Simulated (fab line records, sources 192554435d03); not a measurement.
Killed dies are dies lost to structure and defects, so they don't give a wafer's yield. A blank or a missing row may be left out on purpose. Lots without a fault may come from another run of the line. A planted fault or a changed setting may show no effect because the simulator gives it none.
Chamber matching | flow n5_finfet | N5_BEOL_M6_DEP_56 on pecvd-03: 3 sister chambers
The step deposits SiCN from 3MS/NH3, target thk 10 nm, time 17.5 s. 16 wafers are shown with their chamber, then 8 later ones without.

WAFERS WITH THEIR CHAMBER
wafer  | chamber | showerhead_plenum_p_Torr (Torr) | throttle_valve_pct (%) | chamber_pressure_Torr (Torr)
L075.1 | 2       | 3.638                           | 8.39                   | 3.001
L075.2 | 1       | 3.659                           | 9.06                   | 2.989
L075.6 | 0       | 3.658                           | 8.92                   | 2.994
L074.2 | 1       | 3.657                           | 8.92                   | 2.995
L074.3 | 2       | 3.628                           | 8.48                   | 3.003
L074.5 | 1       | 3.655                           | 8.67                   | 3.000
L080.2 | 0       | 3.649                           | 8.87                   | 2.997
L080.5 | 2       | 3.626                           | 8.57                   | 3.008
L080.6 | 0       | 3.661                           | 8.65                   | 2.990
L079.1 | 1       | 3.663                           | 8.99                   | 2.989
L079.4 | 2       | 3.647                           | 8.63                   | 2.988
L079.6 | 1       | 3.676                           | 8.95                   | 2.987
L088.2 | 2       | 3.633                           | 8.84                   | 2.989
L088.3 | 1       | 3.662                           | 8.69                   | 2.998
L088.5 | 2       | 3.627                           | 9.14                   | 2.996
L091.1 | 2       | 3.640                           | 8.72                   | 3.001

SIGNATURES (means of the wafers above)
reading                  | chamber 0 | chamber 1 | chamber 2 | scatter within a chamber
showerhead_plenum_p_Torr | 3.65600   | 3.66200   | 3.63414   | 0.00749
throttle_valve_pct       | 8.8133    | 8.8800    | 8.6814    | 0.206
chamber_pressure_Torr    | 2.99367   | 2.99300   | 2.99800   | 0.00619
Rule: a wafer's distance from a chamber is the root of the sum, over the readings, of the square of ((its reading less the chamber's mean) divided by the reading's scatter). The wafer belongs to the nearest chamber; if the next one is less than 2 further off, it can't be placed. The scatter: the root of (the sum of the squares of (reading less its chamber's mean) over the shown wafers, divided by (wafers less chambers)).

WAFERS WITHOUT THEIR CHAMBER
wafer  | showerhead_plenum_p_Torr (Torr) | throttle_valve_pct (%) | chamber_pressure_Torr (Torr)
L091.2 | 3.654                           | 8.91                   | 3.006
L091.4 | 3.663                           | 8.99                   | 3.000
L095.1 | 3.655                           | 8.82                   | 3.006
L095.3 | 3.627                           | 8.92                   | 2.997
L095.5 | 3.659                           | 9.03                   | 3.007
L096.1 | 3.666                           | 8.83                   | 2.993
L096.5 | 3.675                           | 8.83                   | 3.009
L096.6 | 3.655                           | 8.72                   | 3.008

WHICH CHAMBER EACH WENT THROUGH
wafer  | from the rows above          | in truth
L091.2 | can't be placed: 0 or 1 or 2 | 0
L091.4 | can't be placed: 1 or 0      | 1
L095.1 | can't be placed: 0 or 1 or 2 | 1
L095.3 | 2                            | 2
L095.5 | can't be placed: 1 or 0 or 2 | 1
L096.1 | can't be placed: 1 or 0      | 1
L096.5 | can't be placed: 1 or 0      | 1
L096.6 | can't be placed: 0 or 1 or 2 | 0
Placed correctly: 1 of 8. Can't be placed from these rows: 7 (the true chamber is among the candidates in 7). Placed wrongly: 0.
